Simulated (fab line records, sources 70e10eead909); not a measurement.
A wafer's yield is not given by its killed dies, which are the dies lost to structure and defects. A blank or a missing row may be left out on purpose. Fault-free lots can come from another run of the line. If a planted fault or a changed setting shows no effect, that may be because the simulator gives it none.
Which tool was responsible? / flow nand harc / Sampling: 7 lots, 21 wafers, 4 of 1159 route steps

WHAT THE GAUGES READ, wafer by wafer
NHARC_END_SORT_01.
lot=L423; measured=day 21 20:43; on=prober-01; killed at array=118 106 80

WHAT TOOL EACH LOT RAN ON (gives the tool, then ch and the chambers of the sampled wafers, and finally the start)
lot=L417; NHARC_A_CONTACT_ETCH_139=har cap etch-01 ch 0,1, day 18 15:39; NHARC_A_BONDPAD_DEGAS_25=pvd sputter-03, day 19 09:05; NHARC_A_BONDPAD_ANNEAL_28=rtp anneal-01 ch 0, day 19 09:55
lot=L423; NHARC_A_CONTACT_ETCH_139=har cap etch-02 ch 0,1, day 19 02:47; NHARC_A_BONDPAD_DEGAS_25=pvd sputter-01, day 20 05:38; NHARC_A_BONDPAD_ANNEAL_28=rtp anneal-01 ch 0, day 20 06:22
lot=L425; NHARC_A_CONTACT_ETCH_139=har cap etch-03 ch 0,1, day 20 20:01; NHARC_A_BONDPAD_DEGAS_25=pvd sputter-03, day 21 19:48; NHARC_A_BONDPAD_ANNEAL_28=rtp anneal-01 ch 0, day 21 20:32
lot=L429; NHARC_A_CONTACT_ETCH_139=har cap etch-02 ch 0,1, day 21 10:08; NHARC_A_BONDPAD_DEGAS_25=pvd sputter-02, day 22 10:38; NHARC_A_BONDPAD_ANNEAL_28=rtp anneal-01 ch 0, day 22 11:21
lot=L431; NHARC_A_CONTACT_ETCH_139=har cap etch-03 ch 1, day 21 11:19; NHARC_A_BONDPAD_DEGAS_25=pvd sputter-02, day 22 11:45; NHARC_A_BONDPAD_ANNEAL_28=rtp anneal-02 ch 0, day 22 12:36
lot=L434; NHARC_A_CONTACT_ETCH_139=har cap etch-01 ch 0,1, day 22 19:52; NHARC_A_BONDPAD_DEGAS_25=pvd sputter-03, day 24 00:55; NHARC_A_BONDPAD_ANNEAL_28=rtp anneal-01 ch 0, day 24 01:40
lot=L436; NHARC_A_CONTACT_ETCH_139=har cap etch-02 ch 0,1, day 23 04:14; NHARC_A_BONDPAD_DEGAS_25=pvd sputter-02, day 24 01:28; NHARC_A_BONDPAD_ANNEAL_28=rtp anneal-01 ch 0, day 24 02:15
- NHARC_A_CONTACT_ETCH_139: etches the open film in C4F8/O2/Ar, time 137 s, target depth 590 nm.
- NHARC_A_BONDPAD_DEGAS_25: time 60 s.
- NHARC_A_BONDPAD_ANNEAL_28: time 90 s.

THE ANSWER, worked out from the rows above alone
Rule: usual is defined by the lots themselves. Put in order of their means at a reading, lots are off if they are a third of the lots or fewer, leave a main group of 4 or more, and stand apart from it by a gap of 3 or more times the standard deviation of the main group's means; of several such gaps the widest counts. A main group is skipped when, at the precision printed for the reading in the tables above, its means are all equal. A lot without any number at a reading at which 4 lots or more have one is off too. The other lots that the step has rows for count as sound.
No lot is off at any reading shown: from this, nothing can be told.

WHAT THE SIMULATOR PUT IN
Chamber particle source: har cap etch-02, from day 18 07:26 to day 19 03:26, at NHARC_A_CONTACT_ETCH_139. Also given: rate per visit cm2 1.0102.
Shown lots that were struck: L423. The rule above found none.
